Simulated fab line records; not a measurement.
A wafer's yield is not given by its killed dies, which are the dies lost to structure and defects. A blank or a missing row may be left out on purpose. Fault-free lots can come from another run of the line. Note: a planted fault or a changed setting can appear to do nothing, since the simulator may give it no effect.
fab line records	flow n5_finfet
record: lots: 24	wafers: 72	last_day: 18
route steps=1938 shown BEOL_M4@1092 BEOL_M5@1112
lots that met no fault: taken from a fault-free run of the same line
start_h: hours from the record's opening day to when the first of the lot's shown wafers began	wait_h: how many hours have passed since the lot's step before this one	" the same as in the row above	L1.1+2: a row that stands for several wafers	- value missing, or start not given	* or withheld: withheld	< > ~ a bound
route shown NAME@n: names a module that has steps shown in the file, with the first one's number in the route	usual: average and standard deviation across the fault-free wafers	same: alike in all rows	chamber/n: place in a boat	sites: the reading at each site	_std_site: standard deviation across them	_edge_site: inner sites' mean taken away from outer sites' mean	radius_mm: for every site, how far away it sits from the centre of the wafer	mask NAME#n: copy n	behind: tool/chamber where the wafer was last shaped	hold: why the lot went on hold/how many hours it stayed there/how the hold came to an end	device: the n, p or np transistor that did not switch	end of line: the same wafers' tests at the end of the route	a step with no rows: only its recipe	killed: the dies lost at the first sort to structure and to defects; this is not the yield of the wafer	map: dies across one wafer; x = killed, . = not, _ = none there
set.NAME: setting as actually run; set.NAME@STEP: the setting as run at that earlier step	model.NAME: the simulator's own value behind a step, which no gauge read
a sample of lots followed through the steps of the route, with each step as a table and each wafer as a row
services: the hour from which a tool's chamber was out of use, counted from the record's first day as start_h (under 0 if before that day), plus the number of hours and why
== steps ==
step: N5_BEOL_M4_SPUTTER_88
recipe: material: Cu	target_thk_a: 45	temp_c: -20	chamber_pressure_pa: 0.07	power_w: withheld	time_s: 8.29
usual: chuck_gas_flow_sccm: 1.27/0.053	throttle_valve_pct: 29.8/0.99
lot.wafer	tool	chamber	start_h	wait_h	chuck_gas_flow_sccm	throttle_valve_pct
L075.2	pvd_sputter-01	-	158.67	0.1	1.27	29.3
L075.4	"	-	"	"	1.30	29.3
L075.6	"	-	"	"	1.28	29.5
L074.3	pvd_sputter-02	-	158.85	0.1	1.20	28.6
L074.5	"	-	"	"	1.25	28.6
L074.6	"	-	"	"	1.24	29.7
L076.1	pvd_sputter-01	-	178.13	0.1	1.31	29.3
L076.4	"	-	"	"	1.30	30.3
L076.5	"	-	"	"	1.29	30.2
L077.1	pvd_sputter-02	-	183.76	0.1	1.24	29.8
L077.4	"	-	"	"	1.19	28.5
L077.6	"	-	"	"	1.31	30.0
L078.1	pvd_sputter-03	-	184.81	0.1	1.27	31.3
L078.5	"	-	"	"	1.21	31.3
L078.6	"	-	"	"	1.25	30.6
L079.1	pvd_sputter-02	-	190.30	0.1	1.33	28.5
L079.2	"	-	"	"	1.28	29.9
L079.3	"	-	"	"	1.21	27.9
L080.1	pvd_sputter-02	-	197.88	0.1	1.25	28.4
L080.3	"	-	"	"	1.35	31.1
L080.6	"	-	"	"	1.31	29.8
L081.1	pvd_sputter-01	-	210.69	0.1	1.18	30.1
L081.2	"	-	"	"	1.22	30.4
L081.5	"	-	"	"	1.39	29.5
L082.3	pvd_sputter-01	-	213.55	0.1	1.19	30.4
L082.4	"	-	"	"	1.17	30.3
L082.6	"	-	"	"	1.26	30.2
L083.2	pvd_sputter-02	-	216.08	0.1	1.28	28.3
L083.4	"	-	"	"	1.30	29.9
L083.6	"	-	"	"	1.33	31.2
L084.2	pvd_sputter-03	-	217.88	0.1	1.33	28.8
L084.3	"	-	"	"	1.25	31.2
L084.4	"	-	"	"	1.27	30.8
L086.2	pvd_sputter-03	-	234.91	0.1	1.26	31.5
L086.3	"	-	"	"	1.25	29.9
L086.5	"	-	"	"	1.22	31.5
L087.1	pvd_sputter-02	-	237.39	0.1	1.28	29.8
L087.4	"	-	"	"	1.15	28.1
L087.5	"	-	"	"	1.26	31.1
L085.1	pvd_sputter-01	-	240.05	0.1	1.34	29.5
L085.2	"	-	"	"	1.34	30.5
L085.5	"	-	"	"	1.35	30.5
L088.2	pvd_sputter-02	-	241.17	0.1	1.26	28.7
L088.4	"	-	"	"	1.23	29.9
L088.5	"	-	"	"	1.30	28.0
L089.1	pvd_sputter-03	-	264.64	0.1	1.25	30.7
L089.5	"	-	"	"	1.29	31.4
L089.6	"	-	"	"	1.19	30.8
L090.3	pvd_sputter-01	-	267.90	0.1	1.31	30.4
L090.4	"	-	"	"	1.32	29.2
L090.6	"	-	"	"	1.30	30.5
L091.1	pvd_sputter-03	-	274.88	0.1	1.26	29.0
L091.5	"	-	"	"	1.23	30.2
L091.6	"	-	"	"	1.28	28.7
L093.1	pvd_sputter-03	-	286.29	0.1	1.32	30.8
L093.4	"	-	"	"	1.39	31.2
L093.6	"	-	"	"	1.30	30.8
L094.2	pvd_sputter-03	-	293.94	0.1	1.28	31.1
L094.4	"	-	"	"	1.37	29.1
L094.5	"	-	"	"	1.25	28.9
L092.1	pvd_sputter-01	-	294.09	0.1	1.26	30.2
L092.3	"	-	"	"	1.18	29.3
L092.4	"	-	"	"	1.32	30.6
L095.3	pvd_sputter-02	-	303.16	0.1	1.26	28.2
L095.5	"	-	"	"	1.28	29.8
L095.6	"	-	"	"	1.25	28.0
L096.1	pvd_sputter-03	-	317.52	0.1	1.23	28.8
L096.4	"	-	"	"	1.26	30.9
L096.5	"	-	"	"	1.35	30.5
L097.1	pvd_sputter-03	-	323.15	0.1	1.29	30.2
L097.5	"	-	"	"	1.18	30.3
L097.6	"	-	"	"	1.19	30.8
step: N5_BEOL_M4_ANNEAL_93
recipe: temp_c: 400	time_s: 240	ambient: vacuum
usual: heater_power_w: 823/68
lot.wafer	tool	chamber	start_h	wait_h	heater_power_w
L075.2	pvd_sputter-01	-	159.19	0.0	820
L075.4	"	-	"	"	815
L075.6	"	-	"	"	705
L074.3	pvd_sputter-02	-	159.37	0.0	934
L074.5	"	-	"	"	957
L074.6	"	-	"	"	865
L076.1	pvd_sputter-01	-	178.65	0.0	831
L076.4	"	-	"	"	847
L076.5	"	-	"	"	736
L077.1	pvd_sputter-02	-	184.28	0.0	865
L077.4	"	-	"	"	827
L077.6	"	-	"	"	868
L078.1	pvd_sputter-03	-	185.33	0.0	847
L078.5	"	-	"	"	859
L078.6	"	-	"	"	774
L079.1	pvd_sputter-02	-	190.82	0.0	955
L079.2	"	-	"	"	877
L079.3	"	-	"	"	819
L080.1	pvd_sputter-02	-	198.40	0.0	958
L080.3	"	-	"	"	818
L080.6	"	-	"	"	870
L081.1	pvd_sputter-01	-	211.21	0.0	747
L081.2	"	-	"	"	841
L081.5	"	-	"	"	826
L082.3	pvd_sputter-01	-	214.07	0.0	846
L082.4	"	-	"	"	747
L082.6	"	-	"	"	865
L083.2	pvd_sputter-02	-	216.60	0.0	958
L083.4	"	-	"	"	881
L083.6	"	-	"	"	828
L084.2	pvd_sputter-03	-	218.40	0.0	888
L084.3	"	-	"	"	863
L084.4	"	-	"	"	735
L086.2	pvd_sputter-03	-	235.43	0.0	875
L086.3	"	-	"	"	788
L086.5	"	-	"	"	874
L087.1	pvd_sputter-02	-	237.91	0.0	906
L087.4	"	-	"	"	828
L087.5	"	-	"	"	800
L085.1	pvd_sputter-01	-	240.57	0.0	827
L085.2	"	-	"	"	833
L085.5	"	-	"	"	742
L088.2	pvd_sputter-02	-	241.69	0.0	960
L088.4	"	-	"	"	867
L088.5	"	-	"	"	830
L089.1	pvd_sputter-03	-	265.16	0.0	757
L089.5	"	-	"	"	870
L089.6	"	-	"	"	749
L090.3	pvd_sputter-01	-	268.42	0.0	870
L090.4	"	-	"	"	693
L090.6	"	-	"	"	734
L091.1	pvd_sputter-03	-	275.48	0.0	880
L091.5	"	-	"	"	784
L091.6	"	-	"	"	869
L093.1	pvd_sputter-03	-	286.81	0.0	756
L093.4	"	-	"	"	863
L093.6	"	-	"	"	756
L094.2	pvd_sputter-03	-	294.46	0.0	855
L094.4	"	-	"	"	863
L094.5	"	-	"	"	879
L092.1	pvd_sputter-01	-	294.61	0.0	749
L092.3	"	-	"	"	706
L092.4	"	-	"	"	841
L095.3	pvd_sputter-02	-	303.68	0.0	820
L095.5	"	-	"	"	870
L095.6	"	-	"	"	802
L096.1	pvd_sputter-03	-	318.04	0.0	906
L096.4	"	-	"	"	747
L096.5	"	-	"	"	747
L097.1	pvd_sputter-03	-	323.67	0.0	757
L097.5	"	-	"	"	805
L097.6	"	-	"	"	763
step: N5_BEOL_M5_ILD_DEP_00
recipe: material: SiCOH_lowk	target_thk_a: 1406.4	temp_c: 300	precursor: DEMS/porogen	pressure_torr: 5	rf_w: 500	time_s: 25.9
usual: heater_power_w: 303/55	rf_fwd_power_W: 494.9/2.6	showerhead_plenum_p_Torr: 5.744/0.012	throttle_valve_pct: 13.8/0.78
lot.wafer	tool	chamber	start_h	wait_h	heater_power_w	rf_fwd_power_W	showerhead_plenum_p_Torr	throttle_valve_pct
L075.2	pecvd-04	1	161.62	0.7	248	488.6	5.757	13.3
L075.4	"	0	"	"	281	497.6	5.734	15.7
L075.6	"	1	"	"	242	489.9	5.748	13.1
L074.3	pecvd-02	0	162.02	0.5	291	495.7	5.759	14.2
L074.5	"	2	"	"	193	495.1	5.757	13.9
L074.6	"	0	"	"	291	496.7	5.736	14.1
L076.1	pecvd-03	0	181.53	0.8	313	492.1	5.758	14.3
L076.4	"	1	"	"	327	497.3	5.732	13.2
L076.5	"	2	"	"	412	498.6	5.752	13.6
L077.1	pecvd-03	2	186.72	0.8	434	496.8	5.751	13.7
L077.4	"	2	"	"	428	497.8	5.748	13.9
L077.6	"	1	"	"	369	495.6	5.734	13.5
L078.1	pecvd-03	0	187.83	0.8	347	492.7	5.761	14.6
L078.5	"	0	"	"	334	493.6	5.752	14.2
L078.6	"	2	"	"	389	495.1	5.729	14.0
L079.1	pecvd-04	2	193.32	0.8	321	498.3	5.755	13.0
L079.2	"	1	"	"	231	491.0	5.733	12.8
L079.3	"	0	"	"	280	499.7	5.726	15.9
L080.1	pecvd-02	2	200.89	0.8	213	493.6	5.738	13.8
L080.3	"	0	"	"	287	496.9	5.764	14.3
L080.6	"	1	"	"	282	495.0	5.733	13.7
L081.1	pecvd-04	2	213.64	0.8	353	498.1	5.747	12.8
L081.2	"	1	"	"	278	492.3	5.744	13.0
L081.5	"	2	"	"	348	498.6	5.729	13.1
L082.3	pecvd-04	2	217.03	0.5	308	496.1	5.730	13.2
L082.4	"	1	"	"	299	487.8	5.743	12.8
L082.6	"	2	"	"	323	496.8	5.734	13.1
L083.2	pecvd-03	2	219.06	0.7	434	496.9	5.739	14.1
L083.4	"	0	"	"	288	490.7	5.770	14.3
L083.6	"	1	"	"	340	493.0	5.755	13.3
L084.2	pecvd-03	2	220.85	0.7	374	496.0	5.763	13.9
L084.3	"	0	"	"	338	490.5	5.755	14.2
L084.4	"	2	"	"	384	495.2	5.759	13.7
L086.2	pecvd-03	0	238.06	0.7	317	491.8	5.759	14.4
L086.3	"	2	"	"	397	498.7	5.743	13.9
L086.5	"	2	"	"	401	497.2	5.736	14.0
L087.1	pecvd-02	2	240.36	0.8	223	493.2	5.740	12.3
L087.4	"	0	"	"	291	496.7	5.764	14.4
L087.5	"	1	"	"	283	496.9	5.719	13.7
L085.1	pecvd-02	1	242.99	0.8	280	494.8	5.721	13.8
L085.2	"	0	"	"	286	497.2	5.749	14.4
L085.5	"	1	"	"	284	494.2	5.733	13.5
L088.2	pecvd-02	1	244.31	0.7	274	498.6	5.728	13.9
L088.4	"	1	"	"	284	495.0	5.721	13.7
L088.5	"	0	"	"	261	493.6	5.769	14.5
L089.1	pecvd-02	1	267.58	0.8	235	496.3	5.729	13.8
L089.5	"	1	"	"	239	494.7	5.742	13.7
L089.6	"	2	"	"	224	495.8	5.748	12.5
L090.3	pecvd-02	1	270.84	0.5	247	495.3	5.734	13.7
L090.4	"	0	"	"	256	497.4	5.754	14.6
L090.6	"	2	"	"	264	492.8	5.746	12.5
L091.1	pecvd-02	1	277.90	0.8	226	496.3	5.721	13.4
L091.5	"	2	"	"	247	495.4	5.753	12.3
L091.6	"	1	"	"	242	497.5	5.721	13.8
L093.1	pecvd-02	2	289.23	0.8	255	494.6	5.752	12.6
L093.4	"	0	"	"	237	495.1	5.744	14.2
L093.6	"	1	"	"	282	495.0	5.727	14.1
L094.2	pecvd-03	0	296.95	0.7	340	489.0	5.748	14.4
L094.4	"	1	"	"	334	496.6	5.731	13.4
L094.5	"	0	"	"	330	492.1	5.747	14.7
L092.1	pecvd-03	0	297.10	0.8	318	489.1	5.753	14.4
L092.3	"	2	"	"	421	497.8	5.748	13.8
L092.4	"	0	"	"	324	490.3	5.751	14.3
L095.3	pecvd-04	2	306.10	0.5	312	495.5	5.729	13.3
L095.5	"	0	"	"	292	497.7	5.721	16.0
L095.6	"	1	"	"	232	490.0	5.744	13.2
L096.1	pecvd-03	0	320.84	0.8	324	492.2	5.731	14.3
L096.4	"	2	"	"	420	497.0	5.747	14.0
L096.5	"	0	"	"	331	490.7	5.754	14.4
L097.1	pecvd-02	2	326.29	0.8	249	496.6	5.759	12.4
L097.5	"	0	"	"	277	495.8	5.767	14.4
L097.6	"	2	"	"	250	496.7	5.742	12.6
step: N5_BEOL_M5_THK_MEAS_01
recipe: reads: SiCOH_lowk_of_BEOL_M5_ILD_DEP_00
usual: M5_ILD_THK: 121.8/1.8
lot.wafer	tool	chamber	start_h	wait_h	M5_ILD_THK[nm]
L075.2	film_metro-02	-	162.19	0.4	121.7
L075.4	"	-	"	"	120.5
L075.6	"	-	"	"	123.8
L074.3	film_metro-01	-	162.67	0.3	120.8
L074.5	"	-	"	"	119.9
L074.6	"	-	"	"	124.2
L076.1	film_metro-01	-	182.58	0.8	121.4
L076.4	"	-	"	"	123.2
L076.5	"	-	"	"	125.3
L077.1	film_metro-02	-	187.29	0.4	122.3
L077.4	"	-	"	"	123.5
L077.6	"	-	"	"	125.8
L078.1	film_metro-02	-	188.40	0.4	121.0
L078.5	"	-	"	"	122.1
L078.6	"	-	"	"	122.7
L079.1	film_metro-01	-	193.90	0.4	120.1
L079.2	"	-	"	"	120.5
L079.3	"	-	"	"	115.1
L080.1	film_metro-01	-	201.47	0.4	118.5
L080.3	"	-	"	"	120.2
L080.6	"	-	"	"	123.2
L081.1	film_metro-01	-	214.21	0.4	122.0
L081.2	"	-	"	"	119.6
L081.5	"	-	"	"	123.7
L082.3	film_metro-01	-	217.60	0.3	123.5
L082.4	"	-	"	"	122.6
L082.6	"	-	"	"	124.7
L083.2	film_metro-01	-	219.63	0.4	122.5
L083.4	"	-	"	"	123.4
L083.6	"	-	"	"	125.1
L084.2	film_metro-01	-	221.43	0.4	123.0
L084.3	"	-	"	"	121.5
L084.4	"	-	"	"	124.8
L086.2	film_metro-01	-	238.64	0.4	120.1
L086.3	"	-	"	"	122.2
L086.5	"	-	"	"	124.3
L087.1	film_metro-02	-	240.94	0.4	119.9
L087.4	"	-	"	"	122.2
L087.5	"	-	"	"	121.2
L085.1	film_metro-01	-	243.60	0.4	121.3
L085.2	"	-	"	"	121.4
L085.5	"	-	"	"	122.4
L088.2	film_metro-01	-	244.90	0.4	121.1
L088.4	"	-	"	"	123.2
L088.5	"	-	"	"	120.9
L089.1	film_metro-02	-	268.15	0.4	120.5
L089.5	"	-	"	"	123.4
L089.6	"	-	"	"	121.6
L090.3	film_metro-02	-	271.42	0.3	119.3
L090.4	"	-	"	"	122.2
L090.6	"	-	"	"	121.0
L091.1	film_metro-02	-	278.47	0.4	121.5
L091.5	"	-	"	"	121.0
L091.6	"	-	"	"	123.7
L093.1	film_metro-01	-	289.80	0.4	121.5
L093.4	"	-	"	"	123.0
L093.6	"	-	"	"	123.7
L092.1	film_metro-02	-	297.67	0.4	121.6
L092.3	"	-	"	"	123.4
L092.4	"	-	"	"	123.7
L094.2	film_metro-02	-	298.00	0.7	118.1
L094.4	"	-	"	"	121.8
L094.5	"	-	"	"	119.6
L095.3	film_metro-02	-	307.16	0.5	120.4
L095.5	"	-	"	"	120.3
L095.6	"	-	"	"	122.6
L096.1	film_metro-02	-	321.41	0.4	118.9
L096.4	"	-	"	"	123.5
L096.5	"	-	"	"	121.2
L097.1	film_metro-02	-	326.86	0.4	120.6
L097.5	"	-	"	"	122.8
L097.6	"	-	"	"	123.2
step: N5_BEOL_M5_ETCH_61
recipe: chemistry: CF4	target: SiARC	target_depth_a: 156	mask_material: CAR-EUV	time_s: 26	ion_energy_ev: 80	pressure_mtorr: 40	source_w: 545	bias_w: 36	Ar_flow_sccm: 100	cf4_flow_sccm: 100	ends: cleared
usual: drypump_motor_current_A: 5.7/0.44	etch_rf_on_time_s: 25.8/0.67	oes_product_au: 0.67/0.084	rf_fwd_power_W: 532.0/2	rf_vpp_V: 184.0/1.2	showerhead_plenum_p_Torr: 2.13/0.075	throttle_valve_pct: 15.65/0.25
lot.wafer	tool	chamber	start_h	wait_h	drypump_motor_current_A	etch_rf_on_time_s	oes_product_au	rf_fwd_power_W	rf_hours_counter_h	rf_vpp_V	showerhead_plenum_p_Torr	throttle_valve_pct
L075.2	rie_diel-03	2	163.40	0.0	5.3	25.4	0.61	530.9	222	186.0	2.20	15.88
L075.4	"	0	"	"	5.6	25.6	0.62	532.0	215	182.9	2.20	16.03
L075.6	"	1	"	"	5.7	25.5	0.65	532.0	-	182.7	2.04	15.79
L074.3	rie_diel-02	2	163.85	0.0	5.6	25.8	0.62	531.3	214	183.6	2.03	15.65
L074.5	"	1	"	"	6.2	25.6	0.63	535.8	-	184.0	2.13	15.56
L074.6	"	2	"	"	5.6	25.6	0.62	532.3	-	184.3	2.03	15.66
L076.1	rie_diel-02	1	183.95	0.0	6.2	25.5	0.63	535.7	193	183.9	2.13	15.57
L076.4	"	2	"	"	5.6	25.7	0.62	529.8	221	182.6	2.03	15.67
L076.5	"	0	"	"	5.2	27.2	0.71	533.5	-	184.7	2.11	15.51
L077.1	rie_diel-03	3	188.29	0.0	5.1	25.2	0.62	529.5	201	184.8	2.11	15.81
L077.4	"	1	"	"	5.7	25.5	0.64	531.1	185	183.1	2.04	15.81
L077.6	"	2	"	"	5.3	25.1	0.60	533.9	-	185.8	2.20	15.89
L078.1	rie_diel-03	1	190.92	0.0	5.7	25.2	0.64	528.7	186	183.3	2.04	15.80
L078.5	"	3	"	"	5.1	25.0	0.63	531.5	-	183.1	2.11	15.81
L078.6	"	2	"	"	5.3	25.0	0.61	528.7	-	182.5	2.20	15.89
L079.1	rie_diel-02	0	195.23	0.0	5.2	27.3	0.70	534.4	42	183.7	2.11	15.52
L079.2	"	1	"	"	6.2	25.8	0.62	537.0	196	184.1	2.13	15.57
L079.3	"	2	"	"	5.6	26.2	0.60	532.6	225	181.3	2.03	15.68
L080.1	rie_diel-01	3	205.12	0.0	6.6	26.2	0.62	530.0	177	185.2	2.21	15.85
L080.3	"	2	"	"	5.7	25.5	0.60	533.5	243	184.0	2.11	16.10
L080.6	"	2	"	"	5.7	25.6	0.60	531.2	-	183.7	2.11	16.09
L081.1	rie_diel-03	0	215.06	0.0	5.6	25.4	0.62	528.9	232	185.7	2.20	16.07
L081.2	"	3	"	"	5.1	25.3	0.63	531.5	210	183.7	2.11	15.83
L081.5	"	1	"	"	5.7	25.4	0.63	532.3	-	183.8	2.04	15.81
L082.3	rie_diel-02	0	220.62	0.0	5.2	27.8	0.69	533.6	45	182.5	2.10	15.53
L082.4	"	3	"	"	5.5	26.4	0.74	531.9	54	185.0	2.25	15.28
L082.6	"	0	"	"	5.2	27.7	0.69	534.1	-	182.6	2.11	15.54
L083.2	rie_diel-01	0	221.32	0.0	5.6	25.8	0.75	533.0	41	185.2	2.17	15.37
L083.4	"	1	"	"	6.6	25.5	0.59	530.3	-	181.2	2.04	15.52
L083.6	"	2	"	"	5.7	25.7	0.60	530.4	-	184.0	2.11	16.11
L084.2	rie_diel-01	1	222.81	0.0	6.6	25.4	0.60	530.8	240	183.7	2.04	15.51
L084.3	"	2	"	"	5.7	25.9	0.60	532.6	251	184.2	2.11	16.13
L084.4	"	1	"	"	6.6	25.2	0.59	527.6	-	182.2	2.04	15.51
L086.2	rie_diel-03	3	240.08	0.0	5.1	25.5	0.62	532.2	217	182.9	2.11	15.83
L086.3	"	0	"	"	5.6	25.8	0.61	534.1	239	185.8	2.19	16.07
L086.5	"	2	"	"	5.3	25.5	0.60	530.9	-	184.7	2.19	15.92
L087.1	rie_diel-02	0	242.08	0.0	5.3	27.0	0.70	531.9	50	182.8	2.10	15.54
L087.4	"	3	"	"	5.5	26.1	0.74	530.7	61	184.4	2.25	15.31
L087.5	"	1	"	"	6.2	25.8	0.62	535.2	-	182.3	2.12	15.60
L085.1	rie_diel-02	3	244.83	0.0	5.5	26.2	0.73	532.8	63	185.5	2.25	15.30
L085.2	"	2	"	"	5.6	25.9	0.61	533.4	236	183.0	2.03	15.69
L085.5	"	0	"	"	5.2	27.3	0.69	534.0	-	183.6	2.10	15.53
L088.2	rie_diel-02	3	245.78	0.0	5.6	26.2	0.74	532.5	63	186.0	2.25	15.30
L088.4	"	2	"	"	5.6	25.9	0.60	530.7	236	182.5	2.03	15.69
L088.5	"	2	"	"	5.6	26.1	0.60	531.8	-	183.6	2.03	15.69
L089.1	rie_diel-03	3	271.27	0.0	5.0	25.6	0.60	530.3	229	184.9	2.10	15.87
L089.5	"	3	"	"	5.1	25.2	0.61	530.5	-	185.2	2.10	15.86
L089.6	"	1	"	"	5.7	25.1	0.63	532.6	-	182.8	2.03	15.86
L090.3	rie_diel-02	3	272.79	0.0	5.5	26.8	0.71	531.7	71	184.7	2.24	15.32
L090.4	"	1	"	"	6.2	26.4	0.61	535.3	216	182.9	2.12	15.59
L090.6	"	3	"	"	5.5	27.1	0.71	532.0	-	185.9	2.24	15.30
L091.1	rie_diel-02	1	281.47	0.0	6.2	25.8	0.60	532.2	218	184.0	2.12	15.61
L091.5	"	1	"	"	6.2	25.7	0.60	532.2	-	183.7	2.12	15.61
L091.6	"	2	"	"	5.6	25.9	0.60	531.3	-	183.3	2.02	15.71
L093.1	rie_diel-01	0	290.84	0.0	5.5	26.1	0.70	532.3	66	184.5	2.16	15.42
L093.4	"	1	"	"	6.6	25.1	0.87	533.9	0	185.2	2.30	15.09
L093.6	"	1	"	"	6.6	25.0	0.88	532.1	-	185.7	2.30	15.09
L092.1	rie_diel-03	1	299.50	0.0	5.7	25.5	0.62	530.8	221	183.0	2.03	15.88
L092.3	"	3	"	"	5.1	25.3	0.60	529.2	237	182.8	2.10	15.87
L092.4	"	0	"	"	5.6	24.9	0.86	531.7	5	185.3	2.19	15.58
L094.2	rie_diel-01	0	299.51	0.0	5.5	26.0	0.70	530.9	69	186.0	2.16	15.40
L094.4	"	2	"	"	5.7	25.5	0.83	532.9	9	183.9	2.10	15.61
L094.5	"	0	"	"	5.6	26.2	0.70	534.7	-	185.4	2.16	15.40
L095.3	rie_diel-03	1	309.69	0.0	5.7	25.2	0.62	531.9	223	181.7	2.03	15.88
L095.5	"	1	"	"	5.7	25.3	0.62	527.5	-	183.3	2.03	15.90
L095.6	"	2	"	"	5.3	25.3	0.83	529.8	-	183.7	2.19	15.41
L096.1	rie_diel-01	0	322.14	0.0	5.5	26.2	0.69	534.8	76	183.0	2.16	15.41
L096.4	"	3	"	"	6.6	26.3	0.59	531.3	216	184.6	2.20	15.91
L096.5	"	1	"	"	6.6	25.1	0.83	530.0	-	186.7	2.29	15.08
L097.1	rie_diel-03	3	330.08	0.0	5.0	25.3	0.60	529.3	244	184.5	2.10	15.89
L097.5	"	1	"	"	5.7	25.5	0.62	531.5	-	182.4	2.03	15.90
L097.6	"	2	"	"	5.3	25.1	0.82	531.2	-	184.2	2.19	15.44
step: N5_BEOL_M5_CD_MEAS_18
recipe: pitch_nm: 56	target_cd_nm: 28
usual: cd_nm: 28.1/0.43
lot.wafer	tool	chamber	start_h	wait_h	cd_nm
L075.2	cd_sem-02	-	163.79	0.1	28.3
L075.4	"	-	"	"	28.5
L075.6	"	-	"	"	28.3
L074.3	cd_sem-01	-	164.23	0.1	29.2
L074.5	"	-	"	"	28.3
L074.6	"	-	"	"	28.8
L076.1	cd_sem-02	-	184.32	0.0	27.9
L076.4	"	-	"	"	28.3
L076.5	"	-	"	"	27.8
L077.1	cd_sem-01	-	188.66	0.0	28.5
L077.4	"	-	"	"	28.1
L077.6	"	-	"	"	28.0
L078.1	cd_sem-03	-	191.31	0.0	27.6
L078.5	"	-	"	"	28.6
L078.6	"	-	"	"	27.8
L079.1	cd_sem-01	-	195.61	0.0	28.7
L079.2	"	-	"	"	27.9
L079.3	"	-	"	"	28.6
L080.1	cd_sem-01	-	205.73	0.1	27.8
L080.3	"	-	"	"	28.0
L080.6	"	-	"	"	27.9
L081.1	cd_sem-01	-	215.67	0.0	28.8
L081.2	"	-	"	"	28.8
L081.5	"	-	"	"	28.1
L082.3	cd_sem-01	-	221.09	0.1	28.2
L082.4	"	-	"	"	28.2
L082.6	"	-	"	"	28.2
L083.2	cd_sem-03	-	221.74	0.1	28.1
L083.4	"	-	"	"	27.8
L083.6	"	-	"	"	27.7
L084.2	cd_sem-02	-	223.20	0.1	28.5
L084.3	"	-	"	"	27.7
L084.4	"	-	"	"	28.5
L086.2	cd_sem-02	-	240.61	0.1	28.4
L086.3	"	-	"	"	28.4
L086.5	"	-	"	"	28.4
L087.1	cd_sem-01	-	242.46	0.0	28.2
L087.4	"	-	"	"	27.5
L087.5	"	-	"	"	27.8
L085.1	cd_sem-02	-	245.23	0.0	27.0
L085.2	"	-	"	"	27.7
L085.5	"	-	"	"	28.1
L088.2	cd_sem-02	-	246.25	0.1	27.2
L088.4	"	-	"	"	28.1
L088.5	"	-	"	"	28.1
L089.1	cd_sem-01	-	271.64	0.0	27.9
L089.5	"	-	"	"	27.9
L089.6	"	-	"	"	27.3
L090.3	cd_sem-01	-	273.26	0.1	27.9
L090.4	"	-	"	"	28.8
L090.6	"	-	"	"	28.3
L091.1	cd_sem-02	-	281.92	0.0	28.3
L091.5	"	-	"	"	28.3
L091.6	"	-	"	"	28.5
L093.1	cd_sem-03	-	291.22	0.0	28.2
L093.4	"	-	"	"	28.3
L093.6	"	-	"	"	28.1
L092.1	cd_sem-02	-	299.91	0.0	27.6
L092.3	"	-	"	"	28.3
L092.4	"	-	"	"	29.1
L094.2	cd_sem-03	-	299.92	0.1	28.1
L094.4	"	-	"	"	27.7
L094.5	"	-	"	"	28.6
L095.3	cd_sem-02	-	310.09	0.1	28.0
L095.5	"	-	"	"	27.6
L095.6	"	-	"	"	28.6
L096.1	cd_sem-03	-	322.51	0.0	28.4
L096.4	"	-	"	"	27.8
L096.5	"	-	"	"	28.4
L097.1	cd_sem-03	-	330.47	0.0	28.0
L097.5	"	-	"	"	27.4
L097.6	"	-	"	"	28.4
== services ==
tool	chamber	start_h	hours	kind
pecvd-02	-	183.88	14.6	pm
pecvd-02	2	202.38	-	clean
pecvd-02	2	202.38	-	consumable_replace:showerhead
pecvd-02	2	202.38	29.0	scheduled_down
pecvd-02	2	202.38	29.0	vent_cycle
rie_diel-02	-	204.96	14.6	pm
rie_diel-01	3	218.89	5.0	repair
rie_diel-02	0	225.17	5.2	repair
rie_diel-01	2	237.75	12.4	repair
pecvd-02	2	242.56	2.1	scheduled_down
rie_diel-03	2	244.14	-	clean
rie_diel-03	2	244.14	-	consumable_replace:focus_ring
rie_diel-03	2	244.14	16.8	scheduled_down
rie_diel-03	2	244.14	16.8	vent_cycle
rie_diel-03	0	270.19	-	clean
rie_diel-03	0	270.19	-	consumable_replace:focus_ring
pecvd-02	-	271.91	2.8	pm
pecvd-03	-	275.45	6.0	pm
rie_diel-02	2	301.04	12.7	repair
pvd_sputter-02	-	311.06	2.8	repair
rie_diel-02	2	313.75	-	clean
rie_diel-02	2	313.75	-	consumable_replace:focus_ring
rie_diel-02	2	313.75	-	consumable_replace:showerhead
rie_diel-01	1	326.94	2.6	repair
== key ==
fault none
